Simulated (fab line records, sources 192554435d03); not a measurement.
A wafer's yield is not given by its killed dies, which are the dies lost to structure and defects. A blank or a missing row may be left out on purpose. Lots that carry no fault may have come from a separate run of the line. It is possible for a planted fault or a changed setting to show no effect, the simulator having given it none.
Split-lot study	flow n5_finfet	route with 1938 steps; 7 lots, 39 wafers read

SPLIT DETAILS
At N5_HKMG_FIN_HK_ALD_01 (deposits HfO2, target thk 1.6 nm, pulse time 3 s, purge time 3 s), the setting ald_cycles was moved away from the recipe's 30 on 15 of the 39 wafers read, by -50.0% to +53.3%. The other wafers ran this setting at the recipe's value.

FROM THE SPLIT TO THE READING: what the file shows between them, 4 steps
- N5_HKMG_FIN_HK_ANNEAL_02: time 30 s
- N5_HKMG_FIN_ALD_74: deposits La2O3, target thk 0.5 nm, pulse time 6 s, co reactant pulse time 1 s
- N5_HKMG_FIN_WET_ETCH_82: etches La2O3 in dHCl, stops on HfO2, target depth 2 nm, rinse time 30 s
- N5_HKMG_FIN_ALD_36: deposits TiN, target thk 1 nm, pulse time 1 s, purge time 3 s

THE READING
HK_THK, in nm, at N5_HKMG_FIN_THK_MEAS_70 (measures by xrf). Fault-free wafers of this fab line usually give 1.631 nm, standard deviation 0.022 nm.

wafer	tool, chamber at the split	ald_cycles as run	against the recipe	HK_THK, nm	against lot-mates on the recipe
L076.1	ald_hk-03, 3,1,2	46	+53.3%	2.508	+0.885
L076.2	ald_hk-03, 0,1,2	30	recipe	1.616	-
L076.3	ald_hk-03, 0,1,2	30	recipe	1.629	-
L076.4	ald_hk-03, 0,1,2	30	recipe	1.625	-
L076.5	ald_hk-03, 3,1,2	46	+53.3%	2.476	+0.853
L076.6	ald_hk-03, 3,1,2	46	+53.3%	2.471	+0.848
L077.1	ald_hk-01, 1,3,3	15	-50.0%	0.820	-0.824
L077.2	ald_hk-01, 0,2,0	30	recipe	1.624	-
L077.3	ald_hk-01, 0,2,0	30	recipe	1.653	-
L077.4	ald_hk-01, 1,3,3	15	-50.0%	0.834	-0.810
L077.5	ald_hk-01, 1,3,3	15	-50.0%	0.765	-0.879
L077.6	ald_hk-01, 0,2,0	30	recipe	1.655	-
L082.1	ald_hk-01, 3,1,2,0,3,2	30	recipe	1.622	-
L082.2	ald_hk-01, 3,1,2,0,3,2	30	recipe	1.623	-
L082.3	ald_hk-01, 3,1,2,0,3,2	30	recipe	1.638	-
L082.4	ald_hk-01, 3,1,2,0,3,2	30	recipe	1.632	-
L082.5	ald_hk-01, 3,1,2,0,3,2	30	recipe	1.627	-
L082.6	ald_hk-01, 3,1,2,0,3,2	30	recipe	1.627	-
L084.1	ald_hk-03, 0,3	17	-43.3%	0.913	-0.694
L084.2	ald_hk-03, 1,3,2	30	recipe	1.580	-
L084.3	ald_hk-03, 1,3,2	30	recipe	1.641	-
L084.4	ald_hk-03, 1,3,2	30	recipe	1.601	-
L084.5	ald_hk-03, 0,3	17	-43.3%	0.931	-0.676
L084.6	ald_hk-03, 2	17	-43.3%	0.909	-0.698
L087.1	ald_hk-01, 3,0,2	30	recipe	1.613	-
L087.2	ald_hk-01, 1,0,1	22	-26.7%	1.191	-0.464
L087.3	ald_hk-01, 3,0,2	30	recipe	1.661	-
L087.4	ald_hk-01, 3,0,2	30	recipe	1.690	-
L087.5	ald_hk-01, 1,0,1	22	-26.7%	1.208	-0.447
L087.6	ald_hk-01, 1,0,1	22	-26.7%	1.158	-0.497
L088.2	ald_hk-01, 3,1,3	30	recipe	1.677	-
L088.3	ald_hk-01, 3,1,3	30	recipe	1.640	-
L088.6	ald_hk-01, 3,1,3	30	recipe	1.657	-
L097.1	ald_hk-01, 0,3,2	39	+30.0%	2.110	+0.481
L097.2	ald_hk-01, 1,2,1	30	recipe	1.629	-
L097.3	ald_hk-01, 0,3,2	39	+30.0%	2.113	+0.484
L097.4	ald_hk-01, 1,2,1	30	recipe	1.646	-
L097.5	ald_hk-01, 1,2,1	30	recipe	1.611	-
L097.6	ald_hk-01, 0,3,2	39	+30.0%	2.107	+0.478
Where a row lists several chambers, the file gives one row for several wafers and doesn't say which wafer went through which chamber.

FIT RESULTS
A straight line over all 39 wafers: HK_THK changes by +0.0163 nm for each +1% of ald_cycles; r = +1.00; the points scatter about the line by 0.023 nm.
The same after taking each lot's own level away (the mean of its wafers on the recipe; 39 wafers): +0.0164 nm for each +1%; r = +1.00; scatter 0.022 nm.
The reading moves by 0.87 nm for the largest change in ald_cycles, on that fit.
Measured against the standard deviation above, the lots' own levels, which go from 1.6073 to 1.6580 nm, span 2.3 times it.
So the lot-to-lot level changes the slope little: the two slopes agree.
Check: with one of the wafers moved furthest among these (+53.3%) left out of the fit, the line predicts +0.866 nm for it against its lot-mates. Against them it came out at +0.885 nm.

ADDITIONAL SPLITS CARRIED BY THESE WAFERS
Other splits were also applied to these wafers ahead of the reading. Each is held against what the fit with the lots' levels taken away leaves over:
other split on the same wafers	wafers away from the commonest value	r with HK_THK (lot level and that fit taken away)
N5_DUMMY_GATE_ETCH_31 target_depth_a	15	+0.36

THE WHOLE CHAIN: every reading that the file lists as answering this split, in the file's order
step	what it does	reading	change (the file's fit)	r (the file's)
N5_HKMG_FIN_HK_ALD_01	deposits HfO2, target thk 1.6 nm, pulse time 3 s, purge time 3 s	HfO2_of_HKMG_FIN_HK_ALD_01.thk_nm (the simulator's own value, which no gauge read)	+0.0152 nm for each +1% of the setting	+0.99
N5_HKMG_FIN_THK_MEAS_70	measures by xrf	HK_THK	+0.0164 for each +1% of the setting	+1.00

FILE'S OWN FIT
HK_THK changes by +0.0164 nm for each +1% of ald_cycles, r = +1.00.
